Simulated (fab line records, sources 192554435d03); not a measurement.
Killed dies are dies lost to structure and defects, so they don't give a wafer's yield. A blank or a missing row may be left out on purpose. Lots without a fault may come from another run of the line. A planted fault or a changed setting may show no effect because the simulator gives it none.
Chamber matching | flow n5_finfet | N5_BEOL_M8_STRIP_67 on rie_diel-03: 4 sister chambers
The step strips in CF4. 18 wafers are shown with their chamber, then 9 later ones without.

WAFERS WITH THEIR CHAMBER
wafer  | chamber | showerhead_plenum_p_Torr (Torr) | drypump_motor_current_A (A) | oes_product_au (a.u.)
L075.2 | 1       | 1.82                            | 5.2                         | 0.91
L075.4 | 2       | 1.71                            | 5.3                         | 0.75
L075.6 | 1       | 1.82                            | 5.2                         | 0.91
L078.1 | 2       | 1.71                            | 5.3                         | 0.75
L078.2 | 3       | 1.84                            | 6.5                         | 0.70
L078.3 | 1       | 1.82                            | 5.2                         | 0.90
L078.4 | 0       | 1.91                            | 5.6                         | 0.95
L078.5 | 2       | 1.71                            | 5.3                         | 0.74
L078.6 | 1       | 1.82                            | 5.2                         | 0.90
L082.3 | 1       | 1.82                            | 5.2                         | 0.88
L082.4 | 2       | 1.71                            | 5.3                         | 0.73
L082.6 | 0       | 1.91                            | 5.6                         | 0.93
L085.2 | 2       | 1.71                            | 5.3                         | 0.73
L085.3 | 0       | 1.90                            | 5.7                         | 0.93
L085.4 | 1       | 1.82                            | 5.2                         | 0.88
L090.3 | 3       | 1.84                            | 6.5                         | 0.94
L090.4 | 1       | 1.82                            | 5.2                         | 0.87
L090.5 | 2       | 1.71                            | 5.3                         | 0.73

SIGNATURES (means of the wafers above)
reading                  | chamber 0 | chamber 1 | chamber 2 | chamber 3 | scatter within a chamber
showerhead_plenum_p_Torr | 1.9067    | 1.8200    | 1.7100    | 1.8400    | 0.00218
drypump_motor_current_A  | 5.633     | 5.200     | 5.300     | 6.500     | 0.0218
oes_product_au           | 0.9367    | 0.8929    | 0.7383    | 0.8200    | 0.0471
Rule: a wafer's distance from a chamber is the root of the sum, over the readings, of the square of ((its reading less the chamber's mean) divided by the reading's scatter). The wafer belongs to the nearest chamber; if the next one is less than 2 further off, it can't be placed. The scatter: the root of (the sum of the squares of (reading less its chamber's mean) over the shown wafers, divided by (wafers less chambers)).

WAFERS WITHOUT THEIR CHAMBER
wafer  | showerhead_plenum_p_Torr (Torr) | drypump_motor_current_A (A) | oes_product_au (a.u.)
L088.1 | 1.71                            | 5.3                         | 0.72
L088.3 | 1.90                            | 5.6                         | 0.89
L088.6 | 1.90                            | 5.6                         | 0.89
L094.1 | 1.81                            | 5.2                         | 0.85
L094.2 | 1.90                            | 5.6                         | 0.88
L094.5 | 1.81                            | 5.2                         | 0.84
L096.2 | 1.70                            | 5.3                         | 0.72
L096.4 | 1.81                            | 5.2                         | 0.85
L096.5 | 1.90                            | 5.6                         | 0.88

WHICH CHAMBER EACH WENT THROUGH
wafer  | from the rows above | in truth
L088.1 | 2                   | 2
L088.3 | 0                   | 0
L088.6 | 0                   | 0
L094.1 | 1                   | 1
L094.2 | 0                   | 0
L094.5 | 1                   | 1
L096.2 | 2                   | 2
L096.4 | 1                   | 1
L096.5 | 0                   | 0
Placed correctly: 9 of 9. Can't be placed from these rows: 0. Placed wrongly: 0.
